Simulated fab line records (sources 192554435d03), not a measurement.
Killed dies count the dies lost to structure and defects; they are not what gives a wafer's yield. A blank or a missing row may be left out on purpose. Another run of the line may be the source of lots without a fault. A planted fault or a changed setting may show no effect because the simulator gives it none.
Lot-split experiment :: flow n5-finfet :: on a route of 1938 steps: 7 lots, 21 wafers read

== ABOUT THE SPLIT ==
At N5_BEOL_M7_EXPOSE_25 (exposes mask V6, target cd 40 nm), the setting dose-mj was moved away from the recipe's 42.5 on 6 of the 21 wafers read, by -6.5% to +6.1%. This setting was run at the recipe's value on the other wafers.

== FROM THE SPLIT TO THE READING: what the file shows between them, 2 steps ==
- N5_BEOL_M7_PEB_26: peb time 60 s
- N5_BEOL_M7_DEVELOP_27: develop time 30 s

== THE READING ==
Shown in nm: cd-nm at N5_BEOL_M7_CD_MEAS_28, with target cd 40 nm. Typical for fault-free wafers on this fab line: 40.01 nm, with standard deviation 0.22 nm.

wafer: L075.2
tool, chamber at the split: euv-scanner-01, 0
dose-mj as run: 42.5
against the recipe: recipe
cd-nm, nm: 40.29
against lot-mates on the recipe: -

wafer: L075.3
tool, chamber at the split: euv-scanner-01, 0
dose-mj as run: 42.5
against the recipe: recipe
cd-nm, nm: 40.20
against lot-mates on the recipe: -

wafer: L075.4
tool, chamber at the split: euv-scanner-01, 0
dose-mj as run: 42.5
against the recipe: recipe
cd-nm, nm: 39.79
against lot-mates on the recipe: -

wafer: L080.1
tool, chamber at the split: euv-scanner-02, 0
dose-mj as run: 44.11
against the recipe: +3.8%
cd-nm, nm: 41.02
against lot-mates on the recipe: +0.97

wafer: L080.2
tool, chamber at the split: euv-scanner-02, 0
dose-mj as run: 42.5
against the recipe: recipe
cd-nm, nm: 40.18
against lot-mates on the recipe: -

wafer: L080.6
tool, chamber at the split: euv-scanner-02, 0
dose-mj as run: 42.5
against the recipe: recipe
cd-nm, nm: 39.93
against lot-mates on the recipe: -

wafer: L084.1
tool, chamber at the split: euv-scanner-02, 0
dose-mj as run: 42.5
against the recipe: recipe
cd-nm, nm: 39.76
against lot-mates on the recipe: -

wafer: L084.2
tool, chamber at the split: euv-scanner-02, 0
dose-mj as run: 39.74
against the recipe: -6.5%
cd-nm, nm: 38.53
against lot-mates on the recipe: -1.32

wafer: L084.6
tool, chamber at the split: euv-scanner-02, 0
dose-mj as run: 42.5
against the recipe: recipe
cd-nm, nm: 39.94
against lot-mates on the recipe: -

wafer: L085.1
tool, chamber at the split: euv-scanner-01, 0
dose-mj as run: 42.5
against the recipe: recipe
cd-nm, nm: 39.98
against lot-mates on the recipe: -

wafer: L085.3
tool, chamber at the split: euv-scanner-01, 0
dose-mj as run: 45.09
against the recipe: +6.1%
cd-nm, nm: 41.44
against lot-mates on the recipe: +1.46

wafer: L085.4
tool, chamber at the split: euv-scanner-01, 0
dose-mj as run: 45.09
against the recipe: +6.1%
cd-nm, nm: 41.12
against lot-mates on the recipe: +1.14

wafer: L088.1
tool, chamber at the split: euv-scanner-01, 0
dose-mj as run: 42.5
against the recipe: recipe
cd-nm, nm: 39.85
against lot-mates on the recipe: -

wafer: L088.2
tool, chamber at the split: euv-scanner-01, 0
dose-mj as run: 42.5
against the recipe: recipe
cd-nm, nm: 39.92
against lot-mates on the recipe: -

wafer: L088.3
tool, chamber at the split: euv-scanner-01, 0
dose-mj as run: 42.5
against the recipe: recipe
cd-nm, nm: 40.16
against lot-mates on the recipe: -

wafer: L092.2
tool, chamber at the split: euv-scanner-02, 0
dose-mj as run: 42.5
against the recipe: recipe
cd-nm, nm: 39.81
against lot-mates on the recipe: -

wafer: L092.4
tool, chamber at the split: euv-scanner-02, 0
dose-mj as run: 43.76
against the recipe: +3.0%
cd-nm, nm: 40.78
against lot-mates on the recipe: +0.86

wafer: L092.6
tool, chamber at the split: euv-scanner-02, 0
dose-mj as run: 42.5
against the recipe: recipe
cd-nm, nm: 40.04
against lot-mates on the recipe: -

wafer: L091.2
tool, chamber at the split: euv-scanner-02, 0
dose-mj as run: 42.5
against the recipe: recipe
cd-nm, nm: 39.85
against lot-mates on the recipe: -

wafer: L091.3
tool, chamber at the split: euv-scanner-02, 0
dose-mj as run: 41.53
against the recipe: -2.3%
cd-nm, nm: 39.72
against lot-mates on the recipe: -0.34

wafer: L091.4
tool, chamber at the split: euv-scanner-02, 0
dose-mj as run: 42.5
against the recipe: recipe
cd-nm, nm: 40.28
against lot-mates on the recipe: -

FIT RESULTS
A straight line over all 21 wafers: cd-nm changes by +0.22 nm for each +1% of dose-mj; r = +0.96; the points scatter about the line by 0.18 nm.
The same after taking each lot's own level away (the mean of its wafers on the recipe; 21 wafers): +0.215 nm for each +1%; r = +0.96; scatter 0.16 nm.
On that fit, the largest move of dose-mj shifts the reading by 1.4 nm.
Measured against the standard deviation above, the lots' own levels, which go from 39.850 to 40.093 nm, span 1.1 times it.
Hence the lot-to-lot level has little effect on the slope; both slopes agree.
Check: with one of the wafers moved furthest among these (-6.5%) left out of the fit, the line predicts -1.4 nm for it against its lot-mates. It came out at -1.32 nm against them.

== THESE WAFERS: OTHER SPLITS ==
Note: prior to the reading, these wafers also went through further splits. Each is held against what the fit with the lots' levels taken away leaves over:
other split on the same wafers: N5_BEOL_M5_COAT_74 spin-rpm
wafers away from the commonest value: 7
r with cd-nm (lot level and that fit taken away): +0.01

== THE WHOLE CHAIN: every reading that the file lists as answering this split, in the file's order ==
step: N5_BEOL_M7_CD_MEAS_28
what it does: target cd 40 nm
reading: cd-nm
change (the file's fit): +0.218 nm for each +1% of the setting
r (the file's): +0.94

step: N5_BEOL_M7_DESCUM_33
what it does: chemistry O2, time 7 s
reading: BEOL_M7.cd-nm (the simulator's own value, which no gauge read)
change (the file's fit): +0.223 nm for each +1% of the setting
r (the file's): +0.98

step: N5_BEOL_M7_ETCH_65
what it does: etches SiARC in CF4, target depth 15.6 nm, time 26 s
reading: BEOL_M7.cd-nm (the simulator's own value, which no gauge read)
change (the file's fit): +0.229 nm for each +1% of the setting
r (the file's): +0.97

== FILE'S OWN FIT ==
cd-nm changes by +0.218 nm for each +1% of dose-mj, r = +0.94.
